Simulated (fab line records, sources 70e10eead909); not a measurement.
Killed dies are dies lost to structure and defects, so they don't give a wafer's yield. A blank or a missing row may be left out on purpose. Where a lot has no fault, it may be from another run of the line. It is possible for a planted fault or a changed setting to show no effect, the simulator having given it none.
Chamber matching :: flow nand-harc :: 4 sister chambers for NHARC_A_STAIRCASE_ETCH_253 on rie-diel-01
The step etches the open film in C4F8/O2, target depth 50 nm, time 20.2 s. 8 wafers are shown with their chamber, then 12 later ones without.

== WAFERS PAIRED WITH THEIR CHAMBERS ==
wafer: L083.4
chamber: 2
rf-vpp-V (V): 892
oes-product-au (a.u.): 0.961

wafer: L088.4
chamber: 0
rf-vpp-V (V): 895
oes-product-au (a.u.): 0.960

wafer: L088.5
chamber: 1
rf-vpp-V (V): 893
oes-product-au (a.u.): 0.943

wafer: L089.1
chamber: 0
rf-vpp-V (V): 895
oes-product-au (a.u.): 0.942

wafer: L089.5
chamber: 3
rf-vpp-V (V): 895
oes-product-au (a.u.): 0.940

wafer: L092.1
chamber: 1
rf-vpp-V (V): 892
oes-product-au (a.u.): 0.920

wafer: L092.3
chamber: 2
rf-vpp-V (V): 891
oes-product-au (a.u.): 0.936

wafer: L092.5
chamber: 3
rf-vpp-V (V): 895
oes-product-au (a.u.): 0.921

== WAFERS WITH NO CHAMBER GIVEN ==
wafer: L092.2
rf-vpp-V (V): 896
oes-product-au (a.u.): 0.926

wafer: L092.4
rf-vpp-V (V): 895
oes-product-au (a.u.): 0.936

wafer: L092.6
rf-vpp-V (V): 890
oes-product-au (a.u.): 0.936

wafer: L094.1
rf-vpp-V (V): 896
oes-product-au (a.u.): 0.953

wafer: L094.2
rf-vpp-V (V): 888
oes-product-au (a.u.): 0.960

wafer: L094.3
rf-vpp-V (V): 896
oes-product-au (a.u.): 0.960

wafer: L093.4
rf-vpp-V (V): 890
oes-product-au (a.u.): 0.953

wafer: L093.5
rf-vpp-V (V): 891
oes-product-au (a.u.): 0.959

wafer: L093.6
rf-vpp-V (V): 895
oes-product-au (a.u.): 0.976

wafer: L095.1
rf-vpp-V (V): 896
oes-product-au (a.u.): 0.966

wafer: L095.4
rf-vpp-V (V): 890
oes-product-au (a.u.): 0.966

wafer: L095.6
rf-vpp-V (V): 894
oes-product-au (a.u.): 0.984

== THE CHAMBER EACH PASSED THROUGH ==
wafer: L092.2
from the rows above: can't be placed: 3 or 0
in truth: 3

wafer: L092.4
from the rows above: can't be placed: 3 or 0
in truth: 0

wafer: L092.6
from the rows above: can't be placed: 2 or 1
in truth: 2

wafer: L094.1
from the rows above: can't be placed: 0 or 3
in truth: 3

wafer: L094.2
from the rows above: 2
in truth: 2

wafer: L094.3
from the rows above: can't be placed: 0 or 3
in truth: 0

wafer: L093.4
from the rows above: 2
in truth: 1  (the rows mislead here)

wafer: L093.5
from the rows above: 2
in truth: 2

wafer: L093.6
from the rows above: can't be placed: 0 or 3
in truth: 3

wafer: L095.1
from the rows above: can't be placed: 0 or 3
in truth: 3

wafer: L095.4
from the rows above: 2
in truth: 2

wafer: L095.6
from the rows above: can't be placed: 0 or 3 or 1
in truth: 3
3 of 12 placed correctly. Unplaceable from these rows: 8, with the true chamber sitting among the candidates in 8. Placed wrongly: 1.
How it was worked out, from the rows above alone: a wafer's distance from a chamber is the root of the sum, over the readings, of the square of ((its reading less the chamber's mean) divided by the reading's scatter). The wafer belongs to the nearest chamber; if the next one is less than 2 further off, it can't be placed. The mean given for a chamber averages the wafers shown for that chamber. The scatter: take each reading less its chamber's mean, square it, sum over the shown wafers, divide by the number of wafers less the number of chambers, and take the root.
